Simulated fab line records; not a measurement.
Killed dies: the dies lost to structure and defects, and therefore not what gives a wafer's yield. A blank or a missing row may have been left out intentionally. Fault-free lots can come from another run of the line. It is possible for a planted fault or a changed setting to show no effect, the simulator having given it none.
Which tool did it? :: flow nand_harc :: 24 lots, 72 wafers sampled, at 3 steps of a route of 1302

WHAT THE GAUGES READ, wafer by wafer
NHARC_A_SLIT_CD_MEAS_09: the cd target is 300 nm.
lot: L074
measured: day 20 02:41
on: cd_sem-01
cd_nm (nm): 301.0 299.6 299.1

lot: L075
measured: day 20 09:58
on: cd_sem-03
cd_nm (nm): 301.4 300.5 300.9

lot: L076
measured: day 20 16:52
on: cd_sem-01
cd_nm (nm): 300.9 301.5 300.3

lot: L078
measured: day 21 05:10
on: cd_sem-01
cd_nm (nm): 300.9 301.1 299.9

lot: L077
measured: day 21 05:19
on: cd_sem-03
cd_nm (nm): 300.3 299.9 299.7

lot: L079
measured: day 22 04:38
on: cd_sem-02
cd_nm (nm): 300.8 300.8 301.1

lot: L080
measured: day 22 04:28
on: cd_sem-03
cd_nm (nm): 299.9 300.1 300.3

lot: L081
measured: day 22 12:27
on: cd_sem-03
cd_nm (nm): 299.8 300.8 300.4

lot: L083
measured: day 23 07:02
on: cd_sem-03
cd_nm (nm): 300.5 300.1 299.6

lot: L082
measured: day 23 05:43
on: cd_sem-03
cd_nm (nm): 300.7 299.5 300.2

lot: L084
measured: day 24 00:11
on: cd_sem-01
cd_nm (nm): 301.0 301.0 300.2

lot: L085
measured: day 23 23:59
on: cd_sem-02
cd_nm (nm): 299.6 300.1 300.3

lot: L086
measured: day 24 15:24
on: cd_sem-03
cd_nm (nm): 299.9 300.1 300.7

lot: L087
measured: day 24 14:11
on: cd_sem-02
cd_nm (nm): 300.2 300.7 300.8

lot: L089
measured: day 25 12:41
on: cd_sem-03
cd_nm (nm): 300.4 301.0 300.1

lot: L088
measured: day 25 13:07
on: cd_sem-02
cd_nm (nm): 300.6 299.9 300.7

lot: L091
measured: day 26 12:13
on: cd_sem-02
cd_nm (nm): 300.1 299.5 300.4

lot: L090
measured: day 26 12:04
on: cd_sem-02
cd_nm (nm): 300.5 299.7 299.9

lot: L092
measured: day 27 12:38
on: cd_sem-03
cd_nm (nm): 300.3 300.1 300.3

lot: L093
measured: day 27 12:47
on: cd_sem-02
cd_nm (nm): 300.7 300.9 300.9

lot: L094
measured: day 28 11:47
on: cd_sem-02
cd_nm (nm): 299.9 300.3 299.9

lot: L095
measured: day 28 11:49
on: cd_sem-03
cd_nm (nm): 300.9 300.0 299.3

lot: L096
measured: day 28 23:53
on: cd_sem-02
cd_nm (nm): 300.9 300.0 300.9

lot: L097
measured: day 29 00:44
on: cd_sem-01
cd_nm (nm): 299.3 300.6 299.3

TOOL THAT RAN EACH LOT (tool first, then ch and the chambers of the sampled wafers, then the start)
lot: L074
NHARC_A_STAIRCASE_DESCUM_312: rie_diel-10 ch 0,1, day 17 06:38
NHARC_A_STAIRCASE_STRIP_316: rie_diel-10 ch 0,2, day 20 02:41 or earlier

lot: L075
NHARC_A_STAIRCASE_DESCUM_312: rie_diel-10 ch 0,1, day 17 13:16
NHARC_A_STAIRCASE_STRIP_316: rie_diel-10 ch 0,1, day 20 09:58 or earlier

lot: L076
NHARC_A_STAIRCASE_DESCUM_312: rie_diel-10 ch 1,2, day 18 01:50
NHARC_A_STAIRCASE_STRIP_316: rie_diel-10 ch 2,3, day 20 16:52 or earlier

lot: L078
NHARC_A_STAIRCASE_DESCUM_312: rie_diel-02 ch 0,3, day 18 10:04
NHARC_A_STAIRCASE_STRIP_316: rie_diel-02 ch 0,3, day 21 05:10 or earlier

lot: L077
NHARC_A_STAIRCASE_DESCUM_312: rie_diel-10 ch 0,2, day 18 13:05
NHARC_A_STAIRCASE_STRIP_316: rie_diel-10 ch 0,2, day 21 05:19 or earlier

lot: L079
NHARC_A_STAIRCASE_DESCUM_312: rie_diel-01 ch 0,1,2, day 19 10:50
NHARC_A_STAIRCASE_STRIP_316: rie_diel-01 ch 1,2,3, day 22 04:38 or earlier

lot: L080
NHARC_A_STAIRCASE_DESCUM_312: rie_diel-02 ch 0,1,2, day 19 15:55
NHARC_A_STAIRCASE_STRIP_316: rie_diel-02 ch 0,2,3, day 22 04:28 or earlier

lot: L081
NHARC_A_STAIRCASE_DESCUM_312: rie_diel-01 ch 0,1,3, day 19 23:28
NHARC_A_STAIRCASE_STRIP_316: rie_diel-01 ch 0,2,3, day 22 12:27 or earlier

lot: L083
NHARC_A_STAIRCASE_DESCUM_312: rie_diel-10 ch 0,3, day 20 11:56
NHARC_A_STAIRCASE_STRIP_316: rie_diel-10 ch 0,3, day 23 07:02 or earlier

lot: L082
NHARC_A_STAIRCASE_DESCUM_312: rie_diel-01 ch 0,2,3, day 20 16:04
NHARC_A_STAIRCASE_STRIP_316: rie_diel-01 ch 0,3, day 23 05:43 or earlier

lot: L084
NHARC_A_STAIRCASE_DESCUM_312: rie_diel-01 ch 0,1, day 21 07:10
NHARC_A_STAIRCASE_STRIP_316: rie_diel-01 ch 2,3, day 24 00:11 or earlier

lot: L085
NHARC_A_STAIRCASE_DESCUM_312: rie_diel-01 ch 0,2,3, day 21 14:30
NHARC_A_STAIRCASE_STRIP_316: rie_diel-01 ch 2,3, day 23 23:59 or earlier

lot: L086
NHARC_A_STAIRCASE_DESCUM_312: rie_diel-01 ch 1,2,3, day 22 00:47
NHARC_A_STAIRCASE_STRIP_316: rie_diel-01 ch 1,2,3, day 24 15:24 or earlier

lot: L087
NHARC_A_STAIRCASE_DESCUM_312: rie_diel-10 ch 0,1,2, day 22 02:50
NHARC_A_STAIRCASE_STRIP_316: rie_diel-10 ch 0,2,3, day 24 14:11 or earlier

lot: L089
NHARC_A_STAIRCASE_DESCUM_312: rie_diel-02 ch 0,1, day 22 23:10
NHARC_A_STAIRCASE_STRIP_316: rie_diel-02 ch 2,3, day 25 12:41 or earlier

lot: L088
NHARC_A_STAIRCASE_DESCUM_312: rie_diel-02 ch 0,1,2, day 23 03:56
NHARC_A_STAIRCASE_STRIP_316: rie_diel-02 ch 0,1, day 25 13:07 or earlier

lot: L091
NHARC_A_STAIRCASE_DESCUM_312: rie_diel-02 ch 0,2,3, day 23 20:47
NHARC_A_STAIRCASE_STRIP_316: rie_diel-02 ch 1,2, day 26 12:13 or earlier

lot: L090
NHARC_A_STAIRCASE_DESCUM_312: rie_diel-01 ch 0,2,3, day 24 02:47
NHARC_A_STAIRCASE_STRIP_316: rie_diel-01 ch 2,3, day 26 12:04 or earlier

lot: L092
NHARC_A_STAIRCASE_DESCUM_312: rie_diel-10 ch 0,1,3, day 25 00:11
NHARC_A_STAIRCASE_STRIP_316: rie_diel-10 ch 0,2,3, day 27 12:38 or earlier

lot: L093
NHARC_A_STAIRCASE_DESCUM_312: rie_diel-01 ch 1,3, day 25 01:20
NHARC_A_STAIRCASE_STRIP_316: rie_diel-01 ch 1,2,3, day 27 12:47 or earlier

lot: L094
NHARC_A_STAIRCASE_DESCUM_312: rie_diel-01 ch 2,3, day 25 21:22
NHARC_A_STAIRCASE_STRIP_316: rie_diel-01 ch 1,2,3, day 28 11:47 or earlier

lot: L095
NHARC_A_STAIRCASE_DESCUM_312: rie_diel-02 ch 0,2,3, day 25 23:16
NHARC_A_STAIRCASE_STRIP_316: rie_diel-02 ch 0,2,3, day 28 11:49 or earlier

lot: L096
NHARC_A_STAIRCASE_DESCUM_312: rie_diel-02 ch 1,2,3, day 26 06:42
NHARC_A_STAIRCASE_STRIP_316: rie_diel-02 ch 0,1,3, day 28 23:53 or earlier

lot: L097
NHARC_A_STAIRCASE_DESCUM_312: rie_diel-01 ch 0,1,3, day 26 06:58
NHARC_A_STAIRCASE_STRIP_316: rie_diel-01 ch 0,1,2, day 29 00:44 or earlier
- NHARC_A_STAIRCASE_DESCUM_312: chemistry O2, time 3 s.
- NHARC_A_STAIRCASE_STRIP_316: strips in O2.

WHAT THE TOOLS THEMSELVES READ (means of the sampled wafers that have a number; where no wafer has one, the mark that the record gives instead)
NHARC_A_STAIRCASE_DESCUM_312.
lot: L074
tool: rie_diel-10
drypump_motor_current_A (A): 5.6
mfc_ar_sccm (sccm): 0.000
o2_flow_sccm (sccm): 200.0
oes_product_au (a.u.): 1.021
rf_vpp_V (V): 57.2
showerhead_plenum_p_Torr (Torr): 1.97
throttle_valve_pct (%): 11.314

lot: L075
tool: rie_diel-10
drypump_motor_current_A (A): 5.7
mfc_ar_sccm (sccm): 0.000
o2_flow_sccm (sccm): 200.1
oes_product_au (a.u.): 1.019
rf_vpp_V (V): 58.3
showerhead_plenum_p_Torr (Torr): 1.97
throttle_valve_pct (%): 11.317

lot: L076
tool: rie_diel-10
drypump_motor_current_A (A): 5.6
mfc_ar_sccm (sccm): 0.000
o2_flow_sccm (sccm): 200.9
oes_product_au (a.u.): 1.029
rf_vpp_V (V): 58.3
showerhead_plenum_p_Torr (Torr): 1.87
throttle_valve_pct (%): 11.308

lot: L078
tool: rie_diel-02
drypump_motor_current_A (A): 5.9
mfc_ar_sccm (sccm): 0.007
o2_flow_sccm (sccm): 200.0
oes_product_au (a.u.): 1.004
rf_vpp_V (V): 57.1
showerhead_plenum_p_Torr (Torr): 1.93
throttle_valve_pct (%): 11.311

lot: L077
tool: rie_diel-10
drypump_motor_current_A (A): 5.4
mfc_ar_sccm (sccm): 0.000
o2_flow_sccm (sccm): 200.2
oes_product_au (a.u.): 1.003
rf_vpp_V (V): 58.2
showerhead_plenum_p_Torr (Torr): 1.96
throttle_valve_pct (%): 11.309

lot: L079
tool: rie_diel-01
drypump_motor_current_A (A): 5.6
mfc_ar_sccm (sccm): 0.009
o2_flow_sccm (sccm): 200.8
oes_product_au (a.u.): 0.996
rf_vpp_V (V): 57.2
showerhead_plenum_p_Torr (Torr): 1.95
throttle_valve_pct (%): 11.308

lot: L080
tool: rie_diel-02
drypump_motor_current_A (A): 6.1
mfc_ar_sccm (sccm): 0.011
o2_flow_sccm (sccm): 200.2
oes_product_au (a.u.): 1.012
rf_vpp_V (V): 58.4
showerhead_plenum_p_Torr (Torr): 1.86
throttle_valve_pct (%): 11.307

lot: L081
tool: rie_diel-01
drypump_motor_current_A (A): 5.5
mfc_ar_sccm (sccm): 0.001
o2_flow_sccm (sccm): 200.2
oes_product_au (a.u.): 1.013
rf_vpp_V (V): 58.2
showerhead_plenum_p_Torr (Torr): 1.94
throttle_valve_pct (%): 11.311

lot: L083
tool: rie_diel-10
drypump_motor_current_A (A): 5.8
mfc_ar_sccm (sccm): 0.000
o2_flow_sccm (sccm): 199.7
oes_product_au (a.u.): 0.993
rf_vpp_V (V): 57.8
showerhead_plenum_p_Torr (Torr): 2.00
throttle_valve_pct (%): 11.305

lot: L082
tool: rie_diel-01
drypump_motor_current_A (A): 5.4
mfc_ar_sccm (sccm): 0.010
o2_flow_sccm (sccm): 199.9
oes_product_au (a.u.): 1.004
rf_vpp_V (V): 58.6
showerhead_plenum_p_Torr (Torr): 2.00
throttle_valve_pct (%): 11.308

lot: L084
tool: rie_diel-01
drypump_motor_current_A (A): 5.6
mfc_ar_sccm (sccm): 0.000
o2_flow_sccm (sccm): 199.7
oes_product_au (a.u.): 1.011
rf_vpp_V (V): 58.1
showerhead_plenum_p_Torr (Torr): 1.88
throttle_valve_pct (%): 11.310

lot: L085
tool: rie_diel-01
drypump_motor_current_A (A): 5.4
mfc_ar_sccm (sccm): 0.010
o2_flow_sccm (sccm): 200.3
oes_product_au (a.u.): 1.013
rf_vpp_V (V): 58.3
showerhead_plenum_p_Torr (Torr): 1.99
throttle_valve_pct (%): 11.306

lot: L086
tool: rie_diel-01
drypump_motor_current_A (A): 5.9
mfc_ar_sccm (sccm): 0.010
o2_flow_sccm (sccm): 200.4
oes_product_au (a.u.): 1.001
rf_vpp_V (V): 58.6
showerhead_plenum_p_Torr (Torr): 1.98
throttle_valve_pct (%): 11.316

lot: L087
tool: rie_diel-10
drypump_motor_current_A (A): 5.5
mfc_ar_sccm (sccm): 0.000
o2_flow_sccm (sccm): 199.7
oes_product_au (a.u.): 1.018
rf_vpp_V (V): 57.5
showerhead_plenum_p_Torr (Torr): 2.01
throttle_valve_pct (%): 11.310

lot: L089
tool: rie_diel-02
drypump_motor_current_A (A): 6.2
mfc_ar_sccm (sccm): 0.011
o2_flow_sccm (sccm): 200.6
oes_product_au (a.u.): 1.013
rf_vpp_V (V): 58.2
showerhead_plenum_p_Torr (Torr): 1.87
throttle_valve_pct (%): 11.313

lot: L088
tool: rie_diel-02
drypump_motor_current_A (A): 6.1
mfc_ar_sccm (sccm): 0.011
o2_flow_sccm (sccm): 199.5
oes_product_au (a.u.): 1.022
rf_vpp_V (V): 57.6
showerhead_plenum_p_Torr (Torr): 1.85
throttle_valve_pct (%): 11.316

lot: L091
tool: rie_diel-02
drypump_motor_current_A (A): 5.9
mfc_ar_sccm (sccm): 0.007
o2_flow_sccm (sccm): 200.7
oes_product_au (a.u.): 1.001
rf_vpp_V (V): 57.2
showerhead_plenum_p_Torr (Torr): 1.89
throttle_valve_pct (%): 11.311

lot: L090
tool: rie_diel-01
drypump_motor_current_A (A): 5.4
mfc_ar_sccm (sccm): 0.010
o2_flow_sccm (sccm): 199.5
oes_product_au (a.u.): 0.998
rf_vpp_V (V): 57.7
showerhead_plenum_p_Torr (Torr): 1.99
throttle_valve_pct (%): 11.306

lot: L092
tool: rie_diel-10
drypump_motor_current_A (A): 5.7
mfc_ar_sccm (sccm): 0.000
o2_flow_sccm (sccm): 199.9
oes_product_au (a.u.): 1.004
rf_vpp_V (V): 58.2
showerhead_plenum_p_Torr (Torr): 1.97
throttle_valve_pct (%): 11.308

lot: L093
tool: rie_diel-01
drypump_motor_current_A (A): 6.0
mfc_ar_sccm (sccm): 0.001
o2_flow_sccm (sccm): 199.6
oes_product_au (a.u.): 1.011
rf_vpp_V (V): 57.5
showerhead_plenum_p_Torr (Torr): 1.92
throttle_valve_pct (%): 11.314

lot: L094
tool: rie_diel-01
drypump_motor_current_A (A): 5.7
mfc_ar_sccm (sccm): 0.019
o2_flow_sccm (sccm): 200.0
oes_product_au (a.u.): 0.995
rf_vpp_V (V): 58.6
showerhead_plenum_p_Torr (Torr): 2.03
throttle_valve_pct (%): 11.315

lot: L095
tool: rie_diel-02
drypump_motor_current_A (A): 5.9
mfc_ar_sccm (sccm): 0.007
o2_flow_sccm (sccm): 200.0
oes_product_au (a.u.): 1.005
rf_vpp_V (V): 57.3
showerhead_plenum_p_Torr (Torr): 1.89
throttle_valve_pct (%): 11.320

lot: L096
tool: rie_diel-02
drypump_motor_current_A (A): 5.9
mfc_ar_sccm (sccm): 0.019
o2_flow_sccm (sccm): 199.7
oes_product_au (a.u.): 0.998
rf_vpp_V (V): 58.1
showerhead_plenum_p_Torr (Torr): 1.91
throttle_valve_pct (%): 11.320

lot: L097
tool: rie_diel-01
drypump_motor_current_A (A): 5.5
mfc_ar_sccm (sccm): 0.001
o2_flow_sccm (sccm): 199.5
oes_product_au (a.u.): 1.007
rf_vpp_V (V): 57.7
showerhead_plenum_p_Torr (Torr): 1.93
throttle_valve_pct (%): 11.309

NHARC_A_STAIRCASE_STRIP_316.
lot: L074
tool: rie_diel-10
drypump_motor_current_A (A): 5.5
mfc_ar_sccm (sccm): 0.000
o2_flow_sccm (sccm): 499.5
oes_product_au (a.u.): 1.010
rf_vpp_V (V): 58.5
showerhead_plenum_p_Torr (Torr): 3.62
throttle_valve_pct (%): 17.027

lot: L075
tool: rie_diel-10
drypump_motor_current_A (A): 5.7
mfc_ar_sccm (sccm): 0.000
o2_flow_sccm (sccm): 500.2
oes_product_au (a.u.): 1.020
rf_vpp_V (V): 58.7
showerhead_plenum_p_Torr (Torr): 3.62
throttle_valve_pct (%): 17.040

lot: L076
tool: rie_diel-10
drypump_motor_current_A (A): 5.8
mfc_ar_sccm (sccm): 0.000
o2_flow_sccm (sccm): 500.1
oes_product_au (a.u.): 1.000
rf_vpp_V (V): 57.9
showerhead_plenum_p_Torr (Torr): 3.52
throttle_valve_pct (%): 17.031

lot: L078
tool: rie_diel-02
drypump_motor_current_A (A): 5.9
mfc_ar_sccm (sccm): 0.007
o2_flow_sccm (sccm): 500.9
oes_product_au (a.u.): 1.007
rf_vpp_V (V): 57.4
showerhead_plenum_p_Torr (Torr): 3.54
throttle_valve_pct (%): 17.032

lot: L077
tool: rie_diel-10
drypump_motor_current_A (A): 5.4
mfc_ar_sccm (sccm): 0.000
o2_flow_sccm (sccm): 500.5
oes_product_au (a.u.): 1.009
rf_vpp_V (V): 58.2
showerhead_plenum_p_Torr (Torr): 3.45
throttle_valve_pct (%): 17.034

lot: L079
tool: rie_diel-01
drypump_motor_current_A (A): 5.9
mfc_ar_sccm (sccm): 0.010
o2_flow_sccm (sccm): 500.2
oes_product_au (a.u.): 1.004
rf_vpp_V (V): 58.4
showerhead_plenum_p_Torr (Torr): 3.66
throttle_valve_pct (%): 17.049

lot: L080
tool: rie_diel-02
drypump_motor_current_A (A): 5.9
mfc_ar_sccm (sccm): 0.007
o2_flow_sccm (sccm): 498.9
oes_product_au (a.u.): 1.003
rf_vpp_V (V): 57.6
showerhead_plenum_p_Torr (Torr): 3.51
throttle_valve_pct (%): 17.038

lot: L081
tool: rie_diel-01
drypump_motor_current_A (A): 5.4
mfc_ar_sccm (sccm): 0.010
o2_flow_sccm (sccm): 499.8
oes_product_au (a.u.): 1.006
rf_vpp_V (V): 58.0
showerhead_plenum_p_Torr (Torr): 3.67
throttle_valve_pct (%): 17.036

lot: L083
tool: rie_diel-10
drypump_motor_current_A (A): 5.8
mfc_ar_sccm (sccm): 0.000
o2_flow_sccm (sccm): 500.1
oes_product_au (a.u.): 1.001
rf_vpp_V (V): 58.5
showerhead_plenum_p_Torr (Torr): 3.68
throttle_valve_pct (%): 17.035

lot: L082
tool: rie_diel-01
drypump_motor_current_A (A): 5.3
mfc_ar_sccm (sccm): 0.001
o2_flow_sccm (sccm): 500.1
oes_product_au (a.u.): 1.010
rf_vpp_V (V): 58.3
showerhead_plenum_p_Torr (Torr): 3.67
throttle_valve_pct (%): 17.044

lot: L084
tool: rie_diel-01
drypump_motor_current_A (A): 5.8
mfc_ar_sccm (sccm): 0.010
o2_flow_sccm (sccm): 500.1
oes_product_au (a.u.): 0.994
rf_vpp_V (V): 58.4
showerhead_plenum_p_Torr (Torr): 3.74
throttle_valve_pct (%): 17.039

lot: L085
tool: rie_diel-01
drypump_motor_current_A (A): 5.8
mfc_ar_sccm (sccm): 0.010
o2_flow_sccm (sccm): 499.7
oes_product_au (a.u.): 0.996
rf_vpp_V (V): 58.4
showerhead_plenum_p_Torr (Torr): 3.74
throttle_valve_pct (%): 17.035

lot: L086
tool: rie_diel-01
drypump_motor_current_A (A): 5.9
mfc_ar_sccm (sccm): 0.010
o2_flow_sccm (sccm): 499.8
oes_product_au (a.u.): 1.000
rf_vpp_V (V): 58.5
showerhead_plenum_p_Torr (Torr): 3.65
throttle_valve_pct (%): 17.038

lot: L087
tool: rie_diel-10
drypump_motor_current_A (A): 5.6
mfc_ar_sccm (sccm): 0.000
o2_flow_sccm (sccm): 499.5
oes_product_au (a.u.): 1.003
rf_vpp_V (V): 58.3
showerhead_plenum_p_Torr (Torr): 3.73
throttle_valve_pct (%): 17.045

lot: L089
tool: rie_diel-02
drypump_motor_current_A (A): 5.7
mfc_ar_sccm (sccm): 0.015
o2_flow_sccm (sccm): 498.0
oes_product_au (a.u.): 0.996
rf_vpp_V (V): 58.6
showerhead_plenum_p_Torr (Torr): 3.61
throttle_valve_pct (%): 17.036

lot: L088
tool: rie_diel-02
drypump_motor_current_A (A): 6.2
mfc_ar_sccm (sccm): 0.011
o2_flow_sccm (sccm): 500.6
oes_product_au (a.u.): 1.012
rf_vpp_V (V): 58.4
showerhead_plenum_p_Torr (Torr): 3.45
throttle_valve_pct (%): 17.047

lot: L091
tool: rie_diel-02
drypump_motor_current_A (A): 6.2
mfc_ar_sccm (sccm): 0.011
o2_flow_sccm (sccm): 499.1
oes_product_au (a.u.): 1.019
rf_vpp_V (V): 58.2
showerhead_plenum_p_Torr (Torr): 3.38
throttle_valve_pct (%): 17.040

lot: L090
tool: rie_diel-01
drypump_motor_current_A (A): 5.8
mfc_ar_sccm (sccm): 0.019
o2_flow_sccm (sccm): 500.2
oes_product_au (a.u.): 0.995
rf_vpp_V (V): 59.2
showerhead_plenum_p_Torr (Torr): 3.73
throttle_valve_pct (%): 17.037

lot: L092
tool: rie_diel-10
drypump_motor_current_A (A): 5.6
mfc_ar_sccm (sccm): 0.000
o2_flow_sccm (sccm): 499.9
oes_product_au (a.u.): 1.010
rf_vpp_V (V): 57.9
showerhead_plenum_p_Torr (Torr): 3.71
throttle_valve_pct (%): 17.029

lot: L093
tool: rie_diel-01
drypump_motor_current_A (A): 5.9
mfc_ar_sccm (sccm): 0.010
o2_flow_sccm (sccm): 500.6
oes_product_au (a.u.): 1.004
rf_vpp_V (V): 57.8
showerhead_plenum_p_Torr (Torr): 3.63
throttle_valve_pct (%): 17.039

lot: L094
tool: rie_diel-01
drypump_motor_current_A (A): 5.9
mfc_ar_sccm (sccm): 0.010
o2_flow_sccm (sccm): 501.3
oes_product_au (a.u.): 1.007
rf_vpp_V (V): 58.4
showerhead_plenum_p_Torr (Torr): 3.63
throttle_valve_pct (%): 17.036

lot: L095
tool: rie_diel-02
drypump_motor_current_A (A): 6.0
mfc_ar_sccm (sccm): 0.007
o2_flow_sccm (sccm): 498.9
oes_product_au (a.u.): 1.014
rf_vpp_V (V): 57.5
showerhead_plenum_p_Torr (Torr): 3.49
throttle_valve_pct (%): 17.036

lot: L096
tool: rie_diel-02
drypump_motor_current_A (A): 5.9
mfc_ar_sccm (sccm): 0.019
o2_flow_sccm (sccm): 499.3
oes_product_au (a.u.): 1.005
rf_vpp_V (V): 58.4
showerhead_plenum_p_Torr (Torr): 3.55
throttle_valve_pct (%): 17.040

lot: L097
tool: rie_diel-01
drypump_motor_current_A (A): 5.6
mfc_ar_sccm (sccm): 0.009
o2_flow_sccm (sccm): 499.4
oes_product_au (a.u.): 1.012
rf_vpp_V (V): 57.3
showerhead_plenum_p_Torr (Torr): 3.56
throttle_valve_pct (%): 17.036

THE ANSWER, worked out from the rows above alone
Rule: the usual values come from the lots themselves. Put in order of their means at a reading, lots are off if they are a third of the lots or fewer, leave a main group of 4 or more, and stand apart from it by a gap of 3 or more times the standard deviation of the main group's means; of several such gaps the widest counts. A main group whose means are all the same, to the digits that the tables above print for the reading, isn't used. A lot without any number at a reading at which 4 lots or more have one is off too. All remaining lots with rows at the step are treated as sound. The gauges are gone through in route order, then the tools' own readings, and for those a lot's mean is taken as printed above. The first step at which some lot is off is used, and at that step the reading that is off furthest; a lot without a number counts as furthest.
Nothing can be told from this: no lot is off at any reading shown.

WHAT WAS PUT IN BY THE SIMULATOR
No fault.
